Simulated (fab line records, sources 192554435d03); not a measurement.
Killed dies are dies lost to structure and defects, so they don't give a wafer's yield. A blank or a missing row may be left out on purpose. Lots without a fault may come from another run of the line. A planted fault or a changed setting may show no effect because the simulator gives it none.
Chamber matching | flow n5_finfet | N5_BEOL_M9_VIA_ETCH_34 on rie_diel-03: 4 sister chambers
The step etches SiCOH lowk in C4F6/O2, target depth 182.4 nm, time 68.4 s. 22 wafers are shown with their chamber, then 11 later ones without.

WAFERS WITH THEIR CHAMBER
wafer  | chamber | drypump_motor_current_A (A) | showerhead_plenum_p_Torr (Torr) | rf_vpp_V (V)
L076.1 | 3       | 6.6                         | 3.02                            | 671
L076.3 | 2       | 6.4                         | 2.83                            | 676
L076.5 | 3       | 6.5                         | 3.02                            | 670
L078.1 | 0       | 6.1                         | 2.93                            | 645
L078.3 | 1       | 5.7                         | 2.81                            | 652
L078.6 | 0       | 6.1                         | 2.93                            | 646
L081.2 | 3       | 6.6                         | 3.01                            | 670
L081.3 | 1       | 5.7                         | 2.81                            | 653
L081.5 | 0       | 6.1                         | 2.93                            | 646
L079.1 | 3       | 6.6                         | 3.01                            | 670
L079.3 | 2       | 6.4                         | 2.83                            | 675
L079.6 | 3       | 6.6                         | 3.01                            | 669
L080.1 | 2       | 6.4                         | 2.83                            | 675
L080.3 | 3       | 6.5                         | 3.01                            | 669
L080.5 | 0       | 6.1                         | 2.93                            | 647
L084.2 | 2       | 6.4                         | 2.82                            | 676
L084.3 | 3       | 6.6                         | 3.01                            | 670
L084.5 | 0       | 6.1                         | 2.93                            | 645
L085.3 | 2       | 6.4                         | 2.82                            | 675
L085.4 | 1       | 5.7                         | 2.81                            | 652
L085.6 | 3       | 6.6                         | 3.01                            | 670
L088.1 | 1       | 5.7                         | 2.80                            | 651

SIGNATURES (means of the wafers above)
reading                  | chamber 0 | chamber 1 | chamber 2 | chamber 3 | scatter within a chamber
drypump_motor_current_A  | 6.100     | 5.700     | 6.400     | 6.575     | 0.0289
showerhead_plenum_p_Torr | 2.9300    | 2.8075    | 2.8260    | 3.0125    | 0.00438
rf_vpp_V                 | 645.80    | 652.00    | 675.40    | 669.88    | 0.702
Rule: a wafer's distance from a chamber is the root of the sum, over the readings, of the square of ((its reading less the chamber's mean) divided by the reading's scatter). The wafer belongs to the nearest chamber; if the next one is less than 2 further off, it can't be placed. The scatter: the root of (the sum of the squares of (reading less its chamber's mean) over the shown wafers, divided by (wafers less chambers)).

WAFERS WITHOUT THEIR CHAMBER
wafer  | drypump_motor_current_A (A) | showerhead_plenum_p_Torr (Torr) | rf_vpp_V (V)
L088.3 | 6.6                         | 3.00                            | 671
L088.5 | 6.6                         | 3.00                            | 670
L094.1 | 6.4                         | 2.81                            | 672
L094.4 | 6.6                         | 3.00                            | 671
L094.6 | 5.7                         | 2.80                            | 650
L095.1 | 5.7                         | 2.80                            | 650
L095.3 | 6.6                         | 3.00                            | 670
L095.4 | 6.4                         | 2.81                            | 674
L096.1 | 6.6                         | 3.00                            | 669
L096.3 | 6.1                         | 2.92                            | 645
L096.4 | 5.7                         | 2.80                            | 653

WHICH CHAMBER EACH WENT THROUGH
wafer  | from the rows above | in truth
L088.3 | 3                   | 3
L088.5 | 3                   | 3
L094.1 | 2                   | 2
L094.4 | 3                   | 3
L094.6 | 1                   | 1
L095.1 | 1                   | 1
L095.3 | 3                   | 3
L095.4 | 2                   | 2
L096.1 | 3                   | 3
L096.3 | 0                   | 0
L096.4 | 1                   | 1
Placed correctly: 11 of 11. Can't be placed from these rows: 0. Placed wrongly: 0.
